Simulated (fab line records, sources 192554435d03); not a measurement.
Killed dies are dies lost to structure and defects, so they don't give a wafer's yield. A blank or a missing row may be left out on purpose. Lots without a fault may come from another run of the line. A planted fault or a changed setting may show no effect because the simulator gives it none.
One fault seen from 2 desks | flow n5_finfet | each desk has only its own numbers; what lay behind them comes last

THE TOOL OWNER'S DESK: rie_diel-01
The tool's own readings at N5_BEOL_M13_TRENCH_ETCH_34 (etches SiOC in C4F8/O2/Ar, target depth 413.47 nm, time 162.6 s): means of the sampled wafers that have a number, for each lot that ran on this tool. A lot is out of limits, marked OUT, if its mean lies more than 4 standard deviations from the usual mean; the brackets give that distance.
Columns: A = drypump_motor_current_A at N5_BEOL_M13_TRENCH_ETCH_34, usual 5.9 A; B = oes_product_au at N5_BEOL_M13_TRENCH_ETCH_34, usual 0.81 a.u.; C = rf_vpp_V at N5_BEOL_M13_TRENCH_ETCH_34, usual 666 V; D = showerhead_plenum_p_Torr at N5_BEOL_M13_TRENCH_ETCH_34, usual 3.44 Torr; E = throttle_valve_pct at N5_BEOL_M13_TRENCH_ETCH_34, usual 24.20 %
lot  | first seen here | A   | B    | C   | D    | E
L530 | day 11 02:10    | 5.6 | 0.97 | 664 | 3.35 | 24.42
L533 | day 11 19:36    | 5.9 | 0.83 | 668 | 3.49 | 24.33
L537 | day 12 17:30    | 5.5 | 0.91 | 663 | 3.33 | 24.38
L538 | day 12 23:23    | 5.5 | 0.90 | 664 | 3.33 | 24.38
This desk's finding: nothing out of limits on any of the 4 lots.

THE METROLOGY DESK
What the gauges read, lot by lot, whatever tool the lot ran on: means of the sampled wafers that have a number. A lot is out of limits, marked OUT, if its mean lies more than 4 standard deviations from the usual mean; the brackets give that distance. Of its 26 readings 7 are shown: the one that was out of limits first, and those that lie furthest out on some lot.
Columns: A = trench_depth_nm at N5_BEOL_M13_OCD_MEAS_35, usual 416 nm; B = M13_THK at N5_BEOL_M13_THK_MEAS_50, usual 421 nm; C = M13_RS at N5_BEOL_M13_RS_MEAS_54, usual 0.0447 ohm/sq; D = COMB_M5 at N5_BEOL_M15_RC_MEAS_101, usual 3.8e-11 S/m; E = SERP_M13 at N5_BEOL_M15_RC_MEAS_101, usual 0.307 ohm/um; F = SERP_M13_max_site at N5_BEOL_M15_RC_MEAS_101, usual 0.310 ohm/um; G = SERP_M6 at N5_BEOL_M15_RC_MEAS_101, usual 13.7 ohm/um
lot  | first seen here | A              | B              | C                 | D       | E                | F                | G
L530 | day 11 01:37    | 424            | 426            | 0.0438            | 3.6e-11 | 0.300            | 0.304            | 13.0
L533 | day 11 18:51    | 409            | 419            | 0.0454            | 4.3e-11 | 0.313            | 0.315            | 13.8
L537 | day 12 17:01    | 451 (+6.3) OUT | 462 (+6.6) OUT | 0.0415 (-5.2) OUT | 4.6e-11 | 0.285            | 0.287            | 12.4
L538 | day 12 22:53    | 448 (+5.7) OUT | 462 (+6.4) OUT | 0.0415 (-5.2) OUT | 3.8e-11 | 0.280 (-4.3) OUT | 0.281 (-4.5) OUT | 14.1
L542 | day 14 02:16    | 418            | 422            | 0.0445            | 6.1e-11 | 0.310            | 0.316            | 13.6
L541 | day 14 02:55    | 414            | 424            | 0.0449            | 3.6e-11 | 0.311            | 0.314            | 13.9
L550 | day 15 17:38    | 419            | 421            | 0.0444            | 3.9e-11 | 0.301            | 0.303            | 14.2
This desk's finding: out of limits on L537, L538; first on L537, day 12 17:41 (trench_depth_nm at N5_BEOL_M13_OCD_MEAS_35). In limits: L530, L533, L542, L541, L550.

PUT TOGETHER
The metrology desk could have raised an alarm at day 12 17:41, on L537, L538.
The tool owner's desk saw nothing out of limits.
The tool owner's desk has L537, L538 on record, within its limits.
Of the lots named, all ran N5_BEOL_M13_TRENCH_ETCH_34 on rie_diel-01.

WHAT THE SIMULATOR HAD PUT IN
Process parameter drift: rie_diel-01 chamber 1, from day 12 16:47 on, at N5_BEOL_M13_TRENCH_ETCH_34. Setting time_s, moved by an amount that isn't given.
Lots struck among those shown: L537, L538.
Hours from the fault's start to each desk's first reading out of limits: the metrology desk, 1.
